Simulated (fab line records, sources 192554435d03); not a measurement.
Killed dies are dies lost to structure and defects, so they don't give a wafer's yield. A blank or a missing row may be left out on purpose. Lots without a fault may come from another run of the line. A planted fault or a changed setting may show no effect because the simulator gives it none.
Split-lot experiment | flow n5_finfet | 7 lots, 21 wafers read, on a route of 1938 steps

THE SPLIT
At N5_BEOL_M4_TRENCH_ETCH_37 (etches SiOC in C4F6/O2, target depth 55.555 nm, time 29.2 s), the setting source_w was moved away from the recipe's 355 W on 9 of the 21 wafers read, by -17.9% to +17.9%. The other wafers ran this setting at the recipe's value.

The reading is taken at the split's own step.

THE READING
rf_vpp_V, in V, at N5_BEOL_M4_TRENCH_ETCH_37 (etches SiOC in C4F6/O2, target depth 55.555 nm, time 29.2 s). Fault-free wafers of this fab line usually give 660 V, standard deviation 12 V.

wafer  | tool, chamber at the split | source_w as run, W | against the recipe | rf_vpp_V, V | against lot-mates on the recipe
L081.1 | rie_diel-03, 0             | 355                | recipe             | 661         | -
L081.2 | rie_diel-03, 3             | 390.7              | +10.1%             | 639         | -22
L081.3 | rie_diel-03, 1             | 390.7              | +10.1%             | 625         | -36
L082.2 | rie_diel-04, 1             | 355                | recipe             | 661         | -
L082.4 | rie_diel-04, 0             | 355                | recipe             | 674         | -
L082.6 | rie_diel-04, 0             | 355                | recipe             | 674         | -
L084.2 | rie_diel-04, 0             | 355                | recipe             | 674         | -
L084.3 | rie_diel-04, 1             | 355                | recipe             | 662         | -
L084.6 | rie_diel-04, 1             | 355                | recipe             | 660         | -
L087.1 | rie_diel-05, 1             | 392.6              | +10.6%             | 614         | -29
L087.2 | rie_diel-05, 2             | 392.6              | +10.6%             | 633         | -10
L087.3 | rie_diel-05, 3             | 355                | recipe             | 643         | -
L090.2 | rie_diel-05, 2             | 291.5              | -17.9%             | 737         | +81
L090.3 | rie_diel-05, 1             | 291.5              | -17.9%             | 713         | +57
L090.5 | rie_diel-05, 0             | 355                | recipe             | 656         | -
L091.2 | rie_diel-05, 2             | 355                | recipe             | 667         | -
L091.3 | rie_diel-05, 0             | 418.7              | +17.9%             | 602         | -65
L091.6 | rie_diel-05, 0             | 418.7              | +17.9%             | 605         | -62
L092.2 | rie_diel-05, 0             | 328.3              | -7.5%              | 681         | +30
L092.4 | rie_diel-05, 0             | 355                | recipe             | 656         | -
L092.6 | rie_diel-05, 1             | 355                | recipe             | 647         | -

THE FIT
A straight line over all 21 wafers: rf_vpp_V changes by -3.34 V for each +1% of source_w; r = -0.96; the points scatter about the line by 9.7 V.
The same after taking each lot's own level away (the mean of its wafers on the recipe; 21 wafers): -3.43 V for each +1%; r = -0.97; scatter 8.7 V.
On that fit, the largest move of source_w shifts the reading by 62 V.
The lots' own levels span 643.0 to 669.7 V, that is 2.2 times the standard deviation above.
So the lot-to-lot level changes the slope little: the two slopes agree.
Check: with one of the wafers moved furthest among these (+17.9%) left out of the fit, the line predicts -57.1 V for it against its lot-mates. It came out at -65 V against them.
Tool readings at the split's step, against how far the setting was moved: rf_vpp_V r = -0.96.

OTHER SPLITS ON THESE WAFERS
These wafers also went through other splits before the reading. Each is held against what the fit with the lots' levels taken away leaves over:
other split on the same wafers   | wafers away from the commonest value | r with rf_vpp_V (lot level and that fit taken away)
N5_BEOL_M0_SAQP_COAT_08 spin_rpm | 9                                    | -0.15
N5_BEOL_M0_CUTY_ETCH_63 source_w | 9                                    | -0.20
N5_BEOL_M1_ETCH_64 time_s        | 7                                    | -0.05
N5_BEOL_M4_EXPOSE_08 dose_mj     | 11                                   | -0.02
N5_BEOL_M4_ETCH_64 time_s        | 12                                   | -0.10

THE FILE'S OWN FIT
rf_vpp_V changes by -3.4 V for each +1% of source_w, r = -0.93.
